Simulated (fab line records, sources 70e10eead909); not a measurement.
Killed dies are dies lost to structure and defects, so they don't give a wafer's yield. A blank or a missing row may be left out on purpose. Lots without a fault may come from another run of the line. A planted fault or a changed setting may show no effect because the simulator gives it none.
fab line records | flow nand_harc
record lots=6 wafers=18 last_day=24
route steps=1159 shown A_BONDPAD@1073 END@1159
lots that met no fault: from a run of the same line without faults
start_h: hours from the record's first day to the start of the lot's first wafer shown | wait_h: hours since the lot's step before | " the same as in the row above | L1.1+2: a row that stands for several wafers | - no value, or no start given | * or withheld: withheld | < > ~ a bound
route shown NAME@n: a module of which the file shows steps, and the number in the route of the first | usual: mean/standard deviation of fault-free wafers | same: alike in all rows | chamber/n: place in a boat | sites: the reading at each site | _std_site: their standard deviation | _edge_site: outer sites' mean less inner sites' | radius_mm: how far each site lies from the wafer's centre | mask NAME#n: copy n | behind: the tool/chamber that last shaped the wafer | hold: why the lot was held/for how many hours/how that ended | device: the transistor (n, p or np) that didn't switch | end of line: the same wafers' tests at the end of the route | a step without rows: its recipe alone | killed: dies lost to structure and defects at the first sort, not the wafer's yield | map: a wafer's dies, x killed, . not, _ none there
set.NAME: the setting as run; set.NAME@STEP: as run at that earlier step | model.NAME: the simulator's own value behind a step, which no gauge read
lots at some steps of the route; a table a step, a row a wafer
services: from which hour (start_h, from the record's first day; less than 0 if before it) a tool's chamber was out of use, for how many hours, and why
## steps
# step NHARC_A_BONDPAD_OVL_MEAS_35
# usual overlay_x_nm=1/5.3 overlay_y_nm=-2/4.9
# columns lot.wafer tool chamber start_h wait_h overlay_x_nm overlay_y_nm
L455.2 overlay-01 - 424.04 - 10 4
L455.3 " - " " 10 4
L455.5 " - " " 10 4
L457.1 overlay-02 - 451.74 - 5 -4
L457.5 " - " " 5 -4
L457.6 " - " " 5 -4
L459.2 overlay-01 - 474.19 - 5 -2
L459.3 " - " " 4 -1
L459.4 " - " " 4 -1
L461.1 overlay-02 - 476.27 - -8 0
L461.3 " - " " -9 -1
L461.5 " - " " -9 -1
L468.2 overlay-01 - 520.73 - -4 6
L468.3 " - " " -5 5
L468.6 " - " " -4 6
L469.3 overlay-01 - 528.14 - 7 3
L469.4 " - " " 7 3
L469.6 " - " " 7 3
# step NHARC_A_BONDPAD_HARDBAKE_10
# recipe temp_c=118 time_s=65
# step NHARC_A_BONDPAD_DESCUM_11
# recipe time_s=3 o2_flow_sccm=200 ar_flow_sccm=0 bias_power_w=0 chemistry=O2
# usual drypump_motor_current_A=5.8/0.46 oes_product_au=0.993/0.0096 rf_vpp_V=57.8/0.92 showerhead_plenum_p_Torr=1.91/0.1 throttle_valve_pct=11.312/0.0094
# columns lot.wafer tool chamber start_h wait_h drypump_motor_current_A oes_product_au rf_hours_counter_h rf_vpp_V showerhead_plenum_p_Torr throttle_valve_pct
L455.3 rie_diel-04 3 424.19 - 6.3 0.992 5 58.0 2.05 11.314
L455.2 " 0 " " 5.3 0.991 5 56.5 1.79 11.316
L455.5 " 1 " " 5.7 0.990 - 60.0 1.95 11.332
L457.1 rie_diel-04 0 451.87 - 5.3 0.986 5 57.0 1.79 11.319
L457.5 " 3 " " 6.3 0.998 - 58.0 2.05 11.304
L457.6 " 0 " " 5.3 0.990 - 58.4 1.79 11.299
L459.3 rie_diel-07 2 474.31 - 6.8 1.003 14 58.6 1.99 11.324
L459.4 " 3 " " 5.0 1.010 9 58.8 2.03 11.294
L459.2 " 0 " " 6.0 1.003 12 56.9 1.89 11.309
L461.3 rie_diel-04 0 476.40 - 5.2 0.993 0 58.0 1.79 11.321
L461.1 " 2 " " 5.9 0.984 0 57.9 1.79 11.295
L461.5 " 0 " " 5.2 0.983 - 57.3 1.79 11.318
L468.2 rie_diel-07 2 520.87 - 6.8 1.008 23 58.4 1.99 11.330
L468.3 " 3 " " 5.0 1.002 20 58.1 2.03 11.321
L468.6 " 0 " " 6.0 1.007 - 57.4 1.89 11.314
L469.4 rie_diel-04 1 528.27 - 5.7 0.991 2 58.6 1.94 11.325
L469.3 " 0 " " 5.2 0.997 2 58.1 1.79 11.319
L469.6 " 2 " " 5.9 0.987 - 58.3 1.79 11.304
# step NHARC_A_BONDPAD_ETCH_34
# recipe target_depth_a=600 overetch_a=180 time_s=65.91 ion_energy_ev=200 n2_flow_sccm=150 h2_flow_sccm=150 ar_flow_sccm=0 rf_w=400 bias_w=150 chemistry=N2/H2
# usual drypump_motor_current_A=5.8/0.45 oes_product_au=0.992/0.012 rf_vpp_V=430/3.2 showerhead_plenum_p_Torr=2.04/0.11 throttle_valve_pct=14.173/0.0096
# columns lot.wafer tool chamber start_h wait_h drypump_motor_current_A oes_product_au rf_hours_counter_h rf_vpp_V showerhead_plenum_p_Torr throttle_valve_pct
L455.3 rie_diel-04 0 424.25 0.1 5.2 0.985 5 428 1.90 14.153
L455.2 " 3 " " 6.3 0.989 5 433 2.19 14.177
L455.5 " 0 " " 5.2 0.992 - 426 1.90 14.162
L457.1 rie_diel-04 2 451.96 0.1 5.9 1.016 6 428 1.91 14.172
L457.5 " 1 " " 5.7 0.986 - 431 2.07 14.168
L457.6 " 2 " " 5.9 1.020 - 427 1.91 14.178
L459.4 rie_diel-07 3 474.54 0.2 5.0 1.007 9 433 2.17 14.172
L459.2 " 1 " " 6.1 0.989 13 433 2.10 14.180
L459.3 " 2 " " 6.8 1.017 14 432 2.12 14.183
L461.3 rie_diel-04 0 476.50 0.1 5.2 0.982 0 427 1.90 14.182
L461.1 " 1 " " 5.8 0.992 0 432 2.07 14.169
L461.5 " 3 " " 6.3 0.976 - 436 2.19 14.184
L468.3 rie_diel-07 2 520.95 0.1 6.8 1.013 23 433 2.12 14.172
L468.2 " 3 " " 5.0 1.012 20 436 2.17 14.175
L468.6 " 0 " " 6.0 1.003 - 428 2.01 14.180
L469.4 rie_diel-04 1 528.36 0.1 5.8 0.973 2 432 2.07 14.170
L469.3 " 2 " " 5.9 0.979 2 426 1.91 14.169
L469.6 " 1 " " 5.7 0.987 - 432 2.07 14.183
# step NHARC_A_BONDPAD_ETCH_12
# recipe target_depth_a=2200 time_s=110 chf3_flow_sccm=50 o2_flow_sccm=10 ar_flow_sccm=200 rf_w=500 bias_w=200 chemistry=CHF3/O2
# step NHARC_A_BONDPAD_CD_MEAS_13
# usual cd_nm=500.7/2.1
# columns lot.wafer tool chamber start_h wait_h cd_nm
L455.2 cd_sem-03 - 424.49 - 497.2
L455.3 " - " " 494.2
L455.5 " - " " 498.3
L457.1 cd_sem-01 - 452.19 - 501.1
L457.5 " - " " 503.3
L457.6 " - " " 502.4
L459.2 cd_sem-02 - 474.77 - 503.5
L459.3 " - " " 502.7
L459.4 " - " " 502.3
L461.1 cd_sem-03 - 476.71 - 501.8
L461.3 " - " " 499.4
L461.5 " - " " 501.7
L468.2 cd_sem-01 - 521.17 - 502.2
L468.3 " - " " 502.9
L468.6 " - " " 499.8
L469.3 cd_sem-03 - 528.59 - 503.2
L469.4 " - " " 502.2
L469.6 " - " " 500.5
# step NHARC_A_BONDPAD_STRIP_15
# recipe o2_flow_sccm=500 ar_flow_sccm=0 bias_w=0 chemistry=O2
# usual drypump_motor_current_A=5.8/0.41 oes_product_au=0.993/0.0099 rf_vpp_V=57.8/0.96 showerhead_plenum_p_Torr=3.51/0.18 throttle_valve_pct=17.036/0.0098
# columns lot.wafer tool chamber start_h wait_h drypump_motor_current_A oes_product_au rf_hours_counter_h rf_vpp_V showerhead_plenum_p_Torr throttle_valve_pct
L455.3 rie_diel-05 0 424.56 0.1 5.6 1.004 30 58.3 3.36 17.023
L455.2 " 3 " " 5.6 1.013 25 58.7 3.63 17.038
L455.5 " 3 " " 5.6 1.009 - 56.7 3.63 17.048
L457.1 rie_diel-05 0 452.28 0.1 5.6 1.003 39 58.7 3.36 17.044
L457.6 " 3 " " 5.6 1.002 - 59.0 3.63 17.025
L457.5 " 0 " " 5.6 1.003 - 56.7 3.36 17.055
L459.4 rie_diel-04 0 474.92 0.1 5.3 0.987 0 58.0 3.31 17.029
L459.2 " 1 " " 5.7 0.981 0 58.6 3.58 17.030
L459.3 " 2 " " 5.9 0.977 0 56.6 3.32 17.024
L461.3 rie_diel-04 1 476.79 0.1 5.8 0.995 0 58.6 3.58 17.041
L461.1 " 0 " " 5.2 0.985 0 57.7 3.31 17.027
L461.5 " 1 " " 5.8 0.986 - 56.0 3.58 17.049
L468.3 rie_diel-07 2 521.24 0.1 6.8 0.999 23 58.5 3.65 17.033
L468.2 " 0 " " 6.0 1.003 23 57.8 3.48 17.032
L468.6 " 3 " " 5.0 0.995 - 58.2 3.73 17.038
L469.4 rie_diel-07 0 528.67 0.1 6.1 1.013 24 57.7 3.48 17.029
L469.3 " 1 " " 6.1 1.000 24 58.3 3.61 17.036
L469.6 " 0 " " 6.1 1.013 - 57.1 3.48 17.021
# step NHARC_A_BONDPAD_ETCH_24
# recipe target_depth_a=300 over_etch_frac=0.3 time_s=72.99 ion_energy_ev=150 cf4_flow_sccm=50 n2_flow_sccm=100 ar_flow_sccm=150 rf_w=300 bias_w=100 chemistry=CF4/N2
# usual drypump_motor_current_A=5.8/0.4 oes_product_au=0.993/0.011 rf_vpp_V=313.9/2.3 showerhead_plenum_p_Torr=2.61/0.13 throttle_valve_pct=19.794/0.008
# columns lot.wafer tool chamber start_h wait_h drypump_motor_current_A oes_product_au rf_hours_counter_h rf_vpp_V showerhead_plenum_p_Torr throttle_valve_pct
L455.3 rie_diel-05 0 424.75 0.2 5.6 1.001 30 311.8 2.50 19.798
L455.2 " 2 " " 5.5 0.987 30 314.2 2.64 19.796
L455.5 " 2 " " 5.5 1.000 - 315.6 2.64 19.795
L457.1 rie_diel-05 3 - - 5.5 1.002 34 314.9 2.70 19.790
L457.6 " 0 " " 5.6 1.009 - 312.4 2.50 19.787
L457.5 " 1 " " 5.7 0.987 - 314.6 2.66 19.781
L459.3 rie_diel-04 1 - - 5.7 0.985 0 314.4 2.67 19.790
L459.2 " 2 " " 5.9 0.984 0 311.0 2.47 19.786
L459.4 " 0 " " 5.3 0.983 0 311.5 2.46 19.794
L461.1 rie_diel-04 3 - - 6.3 0.976 0 316.8 2.81 19.806
L461.3 " 0 " " 5.2 0.991 0 311.7 2.46 19.791
L461.5 " 2 " " 5.9 0.990 - 312.4 2.47 19.805
L468.2 rie_diel-07 2 - - 6.8 0.999 23 316.7 2.72 19.786
L468.3 " 3 " " 5.0 1.009 20 316.9 2.78 19.792
L468.6 " 0 " " 6.0 0.995 - 313.0 2.59 19.785
L469.4 rie_diel-07 0 - - 6.0 1.018 24 312.9 2.59 19.781
L469.3 " 2 " " 6.8 1.013 25 315.2 2.72 19.801
L469.6 " 0 " " 6.0 1.005 - 315.0 2.59 19.794
# step NHARC_A_BONDPAD_STRIP_16
# recipe time_s=600 temp_c=30 chemistry=post_etch_residue_remover
# step NHARC_A_BONDPAD_DEGAS_25
# recipe temp_c=300 time_s=60
# step NHARC_A_BONDPAD_PRE_CLEAN_26
# recipe time_s=30 temp_c=280 gas=H2/He
# step NHARC_A_BONDPAD_PVD_17
# recipe target_thk_a=50 bias_v=168.6 power_w=15000 chamber_pressure_pa=0.12 time_s=8.06 substrate_temp_c=50 material=TaN
# usual bias_v=168.6/1.7 cathode_dc_power_W=15000/2.9 throttle_valve_pct=30.6/0.82
# columns lot.wafer tool chamber start_h wait_h bias_v cathode_dc_power_W throttle_valve_pct
L455.3 pvd_sputter-02 - - - 167.5 15002 30.5
L455.2 " - " " 165.5 14998 30.2
L455.5 " - " " 169.6 14998 30.4
L457.1 pvd_sputter-03 - - - 168.3 15003 31.2
L457.5 " - " " 166.3 15000 29.8
L457.6 " - " " 173.7 14998 30.0
L459.4 pvd_sputter-02 - - - 167.1 14999 29.9
L459.3 " - " " 167.7 15002 30.5
L459.2 " - " " 167.5 15000 30.2
L461.3 pvd_sputter-01 - - - 168.8 15002 31.5
L461.1 " - " " 168.8 15001 32.1
L461.5 " - " " 171.5 14997 29.6
L468.2 pvd_sputter-03 - - - 169.6 15000 30.4
L468.3 " - " " 167.8 15001 30.8
L468.6 " - " " 169.8 15000 31.9
L469.4 pvd_sputter-01 - - - 171.3 15001 31.7
L469.3 " - " " 167.1 15001 29.4
L469.6 " - " " 166.9 15000 29.7
# step NHARC_A_BONDPAD_PVD_27
# recipe target_thk_a=300 chamber_pressure_pa=5 power_w=5000 substrate_temp_c=30 time_s=20.49 material=Cu
# usual cathode_dc_power_W=5000.1/0.91 chamber_pressure_pa=4.998/0.01 throttle_valve_pct=30.6/0.81
# columns lot.wafer tool chamber start_h wait_h cathode_dc_power_W chamber_pressure_pa throttle_valve_pct
L455.2 pvd_sputter-02 - 425.38 - 5000.1 4.982 31.8
L455.3 " - " " 4998.6 5.004 30.5
L455.5 " - " " 4999.0 4.998 31.5
L457.1 pvd_sputter-03 - 453.05 - 4999.3 4.992 30.2
L457.5 " - " " 4999.9 5.001 29.8
L457.6 " - " " 4999.7 5.006 30.1
L459.3 pvd_sputter-02 - 475.69 - - - -
L459.4 " - " " - - -
L459.2 " - " " - - -
L461.3 pvd_sputter-01 - 477.58 - - - -
L461.1 " - " " - - -
L461.5 " - " " - - -
L468.2 pvd_sputter-03 - 522.03 - 4999.5 4.996 30.0
L468.3 " - " " 5001.5 5.004 30.5
L468.6 " - " " 5001.3 5.014 31.7
L469.3 pvd_sputter-01 - 529.49 - 5001.1 5.004 31.9
L469.4 " - " " 4999.7 4.989 31.7
L469.6 " - " " 5001.8 5.009 28.8
# step NHARC_A_BONDPAD_ECD_18
# recipe target_thk_a=4000 bath_temp_c=25 material=Cu
# step NHARC_END_SORT_01
# recipe temp_c=25
# usual defect_limited_yield=95.2/1.6 killed_at_array=29/11 killed_at_other=0.7/1.1 killed_at_periphery=3.1/2 killed_dies=33/11 killed_open=3.5/1.8 killed_short=2.0/1.4 sort_bin_2_pct=1.5/0.6 sort_bin_3_pct=0.24/0.19 sort_bin_4_pct=3.1/1.1 sort_n_pass=644/11 sort_rim_yield_pct=96.5/2.3 sort_yield_pct=95.2/1.6
# same gross_dies=677 sort_bin_5_pct[%]=0 sort_bin_6_pct[%]=0 sort_bin_7_pct[%]=0 sort_bin_8_pct[%]=0 sort_rim_n_gross=106.00
# columns lot.wafer tool chamber start_h wait_h defect_limited_yield[%] killed_at_array killed_at_other killed_at_periphery killed_dies killed_open killed_short sort_bin_2_pct[%] sort_bin_3_pct[%] sort_bin_4_pct[%] sort_n_pass sort_rim_yield_pct[%] sort_yield_pct[%]
L455.2 prober-01 0 488.80 2.8 96.6 15 1 7 23 4 3 1.2 0 2.2 654 93.4 96.6
L455.3 prober-01 0 489.60 3.1 96.5 13 1 10 24 5 3 1.8 0.44 1.3 653 96.2 96.5
L455.5 prober-01 0 491.20 3.7 98.1 8 2 3 13 2 2 0.6 0 1.3 664 99.1 98.1
L457.5 prober-02 0 502.87 3.7 95.3 28 0 4 32 4 1 1.5 0.30 3.0 645 98.1 95.3
L459.2 prober-01 0 505.23 2.8 0 672 3 2 677 3 1 96.0 0.44 3.5 0 0 0
L459.3 prober-01 0 506.03 3.1 0 675 1 1 677 4 0 96.2 0.15 3.7 0 0 0
L459.4 prober-01 0 506.83 3.4 0 672 1 4 677 3 3 95.0 0.15 4.9 0 0 0
L461.1 prober-02 0 507.51 2.5 0 671 0 6 677 5 1 96.6 0.15 3.2 0 0 0
L461.3 prober-02 0 509.13 3.1 0 674 1 2 677 5 3 96.0 0.59 3.4 0 0 0
L461.5 prober-02 0 510.74 3.7 0 674 0 3 677 5 2 98.1 0 1.9 0 0 0
L468.2 prober-02 0 562.33 2.8 97.3 14 1 3 18 5 1 0.6 0.15 1.9 659 97.2 97.3
L468.3 prober-02 0 563.13 3.1 97.3 12 2 4 18 7 0 0.3 0.15 2.2 659 99.1 97.3
L468.6 prober-02 0 565.53 4.0 96.0 22 2 3 27 3 4 1.5 0.15 2.4 650 93.4 96.0
L469.3 prober-02 0 570.92 3.1 94.7 29 1 6 36 2 2 1.8 0 3.5 641 88.7 94.7
L469.4 prober-02 0 571.72 3.4 94.2 36 0 3 39 3 1 1.8 0.15 3.8 638 96.2 94.2
L469.6 prober-02 0 573.33 4.0 94.5 33 0 4 37 3 3 1.3 0.44 3.7 640 91.5 94.5
# killed by level:class
L455.2 A_CHANNEL_HOLE_D1:chamber_film_flake=9 A_STAIRCASE:chamber_film_flake=4 P_M0:geometric_particle:open=2 P_GATE:chamber_film_flake=2 P_STI:geometric_particle:open=1 P_CONTACT:geometric_particle:open=1 A_WL_FILL:geometric_particle:short=1 A_M1:geometric_particle:short=1
L455.3 A_CHANNEL_HOLE_D1:chamber_film_flake=6 P_BONDPAD:chamber_film_flake=5 P_GATE:geometric_particle:open=2 A_WL_FILL:geometric_particle:short=2 A_STAIRCASE:chamber_film_flake=2 P_CONTACT:geometric_particle:short=1 P_CONTACT:geometric_particle:open=1 P_M0:geometric_particle:open=1
L455.5 A_CHANNEL_HOLE_D1:chamber_film_flake=2 A_STAIRCASE:chamber_film_flake=2 A_CONTACT:chamber_film_flake=2 THIN_TSV:chamber_film_flake=2 P_CONTACT:geometric_particle:open=1 P_M0:geometric_particle:short=1 P_M0:geometric_particle:open=1 A_CONTACT:geometric_particle:short=1
L457.5 A_SLIT:chamber_film_flake=11 A_STAIRCASE:chamber_film_flake=6 A_CONTACT:chamber_film_flake=4 P_M2:chamber_film_flake=3 P_CONTACT:geometric_particle:open=1 A_ONON_D1:geometric_particle:open=1 A_CHANNEL_FILL_D1:geometric_particle:open=1 A_WL_FILL:geometric_particle:open=1
L459.2 A_BONDPAD:area_pvd=634 A_CHANNEL_HOLE_D1:chamber_film_flake=16 A_SLIT:chamber_film_flake=9 A_STAIRCASE:chamber_film_flake=6 THIN_TSV:chamber_film_flake=3 A_CONTACT:geometric_particle:open=2 P_GATE:chamber_film_flake=2 A_ZERO_WELL:chamber_film_flake=2
L459.3 A_BONDPAD:area_pvd=638 A_SLIT:chamber_film_flake=16 A_CHANNEL_HOLE_D1:chamber_film_flake=7 A_STAIRCASE:chamber_film_flake=5 A_ZERO_WELL:chamber_film_flake=2 A_BONDPAD:chamber_film_flake=2 P_M0:geometric_particle:open=1 A_CHANNEL_FILL_D1:geometric_particle:open=1
L459.4 A_BONDPAD:area_pvd=624 A_SLIT:chamber_film_flake=14 A_CHANNEL_HOLE_D1:chamber_film_flake=13 A_STAIRCASE:chamber_film_flake=8 P_GATE:chamber_film_flake=4 A_ZERO_WELL:chamber_film_flake=3 A_WL_FILL:chamber_film_flake=3 A_CONTACT:geometric_particle:open=2
L461.1 A_BONDPAD:area_pvd=642 A_CHANNEL_HOLE_D1:chamber_film_flake=16 P_GATE:chamber_film_flake=3 A_BONDPAD:chamber_film_flake=3 A_CONTACT:chamber_film_flake=2 P_CONTACT:geometric_particle:open=1 P_M1:geometric_particle:open=1 A_SOURCE_PLATE:geometric_particle:open=1
L461.3 A_BONDPAD:area_pvd=637 A_CHANNEL_HOLE_D1:chamber_film_flake=16 A_WL_FILL:chamber_film_flake=5 A_BONDPAD:chamber_film_flake=4 A_STAIRCASE:chamber_film_flake=4 A_CHANNEL_FILL_D1:geometric_particle:open=2 A_CONTACT:chamber_film_flake=2 P_M2:geometric_particle:open=1
L461.5 A_BONDPAD:area_pvd=649 A_CHANNEL_HOLE_D1:chamber_film_flake=9 P_GATE:chamber_film_flake=3 A_CONTACT:chamber_film_flake=3 A_CHANNEL_FILL_D1:geometric_particle:open=2 A_CONTACT:geometric_particle:open=2 A_STAIRCASE:chamber_film_flake=2 A_M0:chamber_film_flake=2
L468.2 A_STAIRCASE:chamber_film_flake=4 P_GATE:chamber_film_flake=3 A_CHANNEL_HOLE_D1:chamber_film_flake=3 A_M0:geometric_particle:open=2 A_ONON_D1:geometric_particle:open=1 A_CHANNEL_FILL_D1:geometric_particle:open=1 A_WL_FILL:geometric_particle:short=1 A_CONTACT:geometric_particle:open=1
L468.3 A_STAIRCASE:chamber_film_flake=5 A_CHANNEL_HOLE_D1:chamber_film_flake=3 THIN_TSV:chamber_film_flake=2 P_CONTACT:geometric_particle:open=1 P_M1:geometric_particle:open=1 P_BONDPAD:geometric_particle:open=1 A_ONON_D1:geometric_particle:open=1 A_CHANNEL_FILL_D1:geometric_particle:open=1
L468.6 A_STAIRCASE:chamber_film_flake=7 A_CHANNEL_HOLE_D1:chamber_film_flake=5 A_WL_FILL:geometric_particle:short=2 P_GATE:chamber_film_flake=2 A_ZERO_WELL:chamber_film_flake=2 A_CONTACT:chamber_film_flake=2 THIN_TSV:chamber_film_flake=2 P_GATE:geometric_particle:short=1
L469.3 A_SLIT:chamber_film_flake=16 A_CHANNEL_HOLE_D1:chamber_film_flake=6 P_STI:chamber_film_flake=2 A_ZERO_WELL:chamber_film_flake=2 A_CONTACT:chamber_film_flake=2 P_GATE:geometric_particle:open=1 P_M1:geometric_particle:short=1 A_SGD_CUT:geometric_particle:short=1
L469.4 A_SLIT:chamber_film_flake=21 A_CHANNEL_HOLE_D1:chamber_film_flake=7 P_M1:chamber_film_flake=2 A_STAIRCASE:chamber_film_flake=2 P_GATE:geometric_particle:open=1 A_ONON_D1:geometric_particle:open=1 A_WL_FILL:geometric_particle:short=1 A_M0:geometric_particle:open=1
L469.6 A_SLIT:chamber_film_flake=15 A_CHANNEL_HOLE_D1:chamber_film_flake=6 A_CONTACT:chamber_film_flake=5 A_WL_FILL:chamber_film_flake=3 P_GATE:geometric_particle:open=1 P_CONTACT:geometric_particle:short=1 P_M0:geometric_particle:short=1 A_ONON_D1:geometric_particle:open=1
# map L459.2 (x killed, . not)
____________x____________
_________xxxxxxx_________
_______xxxxxxxxxxx_______
______xxxxxxxxxxxxx______
_____xxxxxxxxxxxxxxx_____
____xxxxxxxxxxxxxxxxx____
____xxxxxxxxxxxxxxxxx____
___xxxxxxxxxxxxxxxxxxx___
___xxxxxxxxxxxxxxxxxxx___
__xxxxxxxxxxxxxxxxxxxxx__
__xxxxxxxxxxxxxxxxxxxxx__
_xxxxxxxxxxxxxxxxxxxxxxx_
_xxxxxxxxxxxxxxxxxxxxxxx_
_xxxxxxxxxxxxxxxxxxxxxxx_
_xxxxxxxxxxxxxxxxxxxxxxx_
_xxxxxxxxxxxxxxxxxxxxxxx_
xxxxxxxxxxxxxxxxxxxxxxxxx
xxxxxxxxxxxxxxxxxxxxxxxxx
xxxxxxxxxxxxxxxxxxxxxxxxx
xxxxxxxxxxxxxxxxxxxxxxxxx
xxxxxxxxxxxxxxxxxxxxxxxxx
_xxxxxxxxxxxxxxxxxxxxxxx_
_xxxxxxxxxxxxxxxxxxxxxxx_
_xxxxxxxxxxxxxxxxxxxxxxx_
_xxxxxxxxxxxxxxxxxxxxxxx_
_xxxxxxxxxxxxxxxxxxxxxxx_
__xxxxxxxxxxxxxxxxxxxxx__
__xxxxxxxxxxxxxxxxxxxxx__
___xxxxxxxxxxxxxxxxxxx___
___xxxxxxxxxxxxxxxxxxx___
____xxxxxxxxxxxxxxxxx____
____xxxxxxxxxxxxxxxxx____
_____xxxxxxxxxxxxxxx_____
______xxxxxxxxxxxxx______
_______xxxxxxxxxxx_______
_________xxxxxxx_________
____________x____________
# map L461.1 (x killed, . not)
____________x____________
_________xxxxxxx_________
_______xxxxxxxxxxx_______
______xxxxxxxxxxxxx______
_____xxxxxxxxxxxxxxx_____
____xxxxxxxxxxxxxxxxx____
____xxxxxxxxxxxxxxxxx____
___xxxxxxxxxxxxxxxxxxx___
___xxxxxxxxxxxxxxxxxxx___
__xxxxxxxxxxxxxxxxxxxxx__
__xxxxxxxxxxxxxxxxxxxxx__
_xxxxxxxxxxxxxxxxxxxxxxx_
_xxxxxxxxxxxxxxxxxxxxxxx_
_xxxxxxxxxxxxxxxxxxxxxxx_
_xxxxxxxxxxxxxxxxxxxxxxx_
_xxxxxxxxxxxxxxxxxxxxxxx_
xxxxxxxxxxxxxxxxxxxxxxxxx
xxxxxxxxxxxxxxxxxxxxxxxxx
xxxxxxxxxxxxxxxxxxxxxxxxx
xxxxxxxxxxxxxxxxxxxxxxxxx
xxxxxxxxxxxxxxxxxxxxxxxxx
_xxxxxxxxxxxxxxxxxxxxxxx_
_xxxxxxxxxxxxxxxxxxxxxxx_
_xxxxxxxxxxxxxxxxxxxxxxx_
_xxxxxxxxxxxxxxxxxxxxxxx_
_xxxxxxxxxxxxxxxxxxxxxxx_
__xxxxxxxxxxxxxxxxxxxxx__
__xxxxxxxxxxxxxxxxxxxxx__
___xxxxxxxxxxxxxxxxxxx___
___xxxxxxxxxxxxxxxxxxx___
____xxxxxxxxxxxxxxxxx____
____xxxxxxxxxxxxxxxxx____
_____xxxxxxxxxxxxxxx_____
______xxxxxxxxxxxxx______
_______xxxxxxxxxxx_______
_________xxxxxxx_________
____________x____________
## services
# columns tool chamber start_h hours kind
rie_diel-07 - 405.62 9.0 pm
rie_diel-04 0 420.40 - clean
rie_diel-04 1 420.40 - clean
rie_diel-04 2 420.40 - clean
rie_diel-04 3 420.40 - clean
rie_diel-05 1 423.83 4.1 repair
pvd_sputter-02 - 436.22 5.5 repair
pvd_sputter-01 - 437.89 14.8 repair
rie_diel-07 3 440.93 18.8 repair
rie_diel-04 0 444.90 - clean
rie_diel-04 1 444.90 - clean
rie_diel-04 2 444.90 - clean
rie_diel-04 3 444.90 - clean
rie_diel-04 1 452.88 3.2 repair
pvd_sputter-03 - 458.07 10.0 pm
rie_diel-04 - 465.90 9.0 pm
rie_diel-04 0 465.90 9.0 vent_cycle
rie_diel-04 1 465.90 9.0 vent_cycle
rie_diel-04 2 465.90 9.0 vent_cycle
rie_diel-04 3 465.90 9.0 vent_cycle
rie_diel-04 0 474.90 - clean
rie_diel-04 3 478.02 9.2 repair
pvd_sputter-01 - 514.05 10.0 pm
rie_diel-05 - 517.77 9.0 pm
## key
first_sign step=NHARC_A_BONDPAD_PVD_27 reading=tool_record direction=missing
effect step=NHARC_END_SORT_01 reading=sort_bin_2_pct direction=up sigmas=99+ usual=1.5 struck=96.3
more_kills_born_at NHARC_A_BONDPAD_PVD_27@pvd_sputter-01=1928 NHARC_A_BONDPAD_PVD_27@pvd_sputter-02=1896
met_at NHARC_A_BONDPAD_PVD_27
struck_wafers L459.2,L459.3,L459.4,L461.1,L461.3,L461.5
later_rows_left_out L459.2,L459.3,L459.4,L461.1,L461.3,L461.5
onset_between 425.38 475.69
fault kind=skipped_step_whole tool=pvd_sputter-01,pvd_sputter-02 chamber=- onset_h=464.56 steps=NHARC_A_BONDPAD_PVD_27 scope=struck_lots_only
# later_rows_left_out: the simulator's readings of these wafers behind a module that went badly wrong aren't trusted and aren't shown, but for the sort
